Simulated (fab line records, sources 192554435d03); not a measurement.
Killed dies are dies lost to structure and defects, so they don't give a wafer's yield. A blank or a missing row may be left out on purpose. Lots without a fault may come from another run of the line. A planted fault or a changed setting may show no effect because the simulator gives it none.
A struck lot beside a sound one | flow n5_finfet | 34 steps out of a route of 1938
Sound: wafers L846.1, L846.4, L846.6. Struck: wafers L855.4, L855.5, L855.6. The cause comes at the end.
At each step with rows: each side's tool, then ch and its chambers, then its first start. Under that, the readings that differ: sound wafers | struck wafers | difference of the means | sigmas: that difference in standard deviations of wafers without a fault.
alike: readings whose means differ by less than 2 such deviations, and words and numbers that are the same on both sides. not compared: withheld readings, readings that some wafer has no value for, bounds like >300 that may hide the same value, and numbers for which the record gives no deviation and whose values overlap.
The two part at a step that has a row with sigmas, a row that says differs or no value, or rows on one side only. Numbers that don't overlap but have no deviation are shown without sigmas and don't part them. A reading that every wafer of one side lacks parts them only if that side has two wafers or more.

first, 11 steps without rows for these wafers: N5_BEOL_M13_TRENCH_ETCH_34 (etches SiOC in C4F8/O2/Ar, target depth 413.47 nm, time 162.6 s); N5_BEOL_M13_STRIP_70 (strips in C4F8/O2/Ar); N5_BEOL_M13_STRIP_37 (strips in N2/H2); N5_BEOL_M13_ETCH_38 (etches SiCN in CF4/N2, target depth 67.5 nm, time 71.9 s); N5_BEOL_M13_PRECLEAN_39 (cleans in residue remover, time 60 s); N5_BEOL_M13_SRD_40 (time 30 s, dry time 30 s); N5_BEOL_M13_DEGAS_41 (time 60 s); N5_BEOL_M13_PRE_CLEAN_42 (time 30 s); N5_BEOL_M13_SPUTTER_43 (material TaN, target thk 15 nm, time 24.19 s); N5_BEOL_M13_SPUTTER_44 (material Ta, target thk 10 nm, time 16.13 s); N5_BEOL_M13_SPUTTER_45 (material Cu, target thk 80 nm, time 13.33 s).
N5_BEOL_M13_ECD_47: material Cu, target thk 936 nm.
  sound on ecd_cu-02 ch 0,1, day 13 09:31; struck on ecd_cu-02 ch 0,1, day 15 03:25
then, 21 steps without rows for these wafers: N5_BEOL_M13_ANNEAL_48 (time 90 s); N5_BEOL_M13_CMP_49 (polishes, stops on SiOC, t overpolish 17.1 s, target thk 420 nm); N5_BEOL_M13_PRE_CLEAN_52 (time 15 s); N5_BEOL_M13_DEP_53 (deposits SiCN from 3MS/NH3, target thk 50 nm, time 17.8 s); N5_BEOL_M14_ILD_DEP_00 (deposits SiO2 from TEOS/O2, target thk 1119.3 nm, time 237.4 s); N5_BEOL_M14_COAT_58 (time 60 s, resist thk 89 nm); N5_BEOL_M14_COAT_04 (resist thk 800 nm); N5_BEOL_M14_EBR_06; N5_BEOL_M14_SOFTBAKE_05 (time 60 s); N5_BEOL_M14_EXPOSE_07 (exposes mask V13); N5_BEOL_M14_PEB_08 (peb time 90 s); N5_BEOL_M14_DEVELOP_09 (develop time 45 s); N5_BEOL_M14_HARDBAKE_14 (time 120 s); N5_BEOL_M14_DESCUM_15 (chemistry O2, time 7.9 s); N5_BEOL_M14_ETCH_59 (etches BARC in N2/H2, target depth 89 nm, overetch 26.7 nm, time 67.9 s); N5_BEOL_M14_VIA_ETCH_16 (etches SiO2 in C4F8/O2/Ar, target depth 1231.3 nm); N5_BEOL_M14_STRIP_63 (strips in O2); N5_BEOL_M14_STRIP_64 (strips in O2); N5_BEOL_M14_STRIP_71 (strips in post etch residue remover, time 60 s); N5_BEOL_M14_SRD_72 (time 30 s, dry time 30 s); N5_BEOL_M14_COAT_65 (time 60 s, resist thk 450 nm).
N5_PASSIVATION_PROBE_49:
  sound on prober-02, day 14 17:26; struck on prober-02, day 16 07:16
  reading                  | sound          | struck         | difference | sigmas
  defect_limited_yield (%) | 90.4 88.9 90.3 | 67.3 66.8 66.4 | -23.0      | -16
  killed_at_M0_to_M3       | 31 58 52       | 21 25 27       | -23        | -2
  killed_at_M4_up          | 14 8 6         | 314 327 319    | +311       | +60
  killed_dies              | 113 131 115    | 386 392 396    | +272       | +16
  killed_on_rim            | 19 16 14       | 49 46 45       | +30        | +8
  killed_short             | 40 49 37       | 28 20 26       | -17        | -2
  sort_bin_5_function (%)  | 5.8 6.4 5.9    | 19.2 20.0 19.1 | +13.4      | +15
  sort_bin_6_memory (%)    | 3.5 4.4 3.6    | 12.1 11.9 11.9 | +8.1       | +12
  sort_n_pass              | 1067 1049 1065 | 794 788 784    | -272       | -16
  sort_yield_pct (%)       | 90.4 88.9 90.3 | 67.3 66.8 66.4 | -23.0      | -16
  alike: killed_at_contacts, killed_at_front_end, killed_at_other, killed_open, sort_bin_4_leakage

WHERE THEY PART
Only at N5_PASSIVATION_PROBE_49, within this record.

WHY: what the simulator had put in
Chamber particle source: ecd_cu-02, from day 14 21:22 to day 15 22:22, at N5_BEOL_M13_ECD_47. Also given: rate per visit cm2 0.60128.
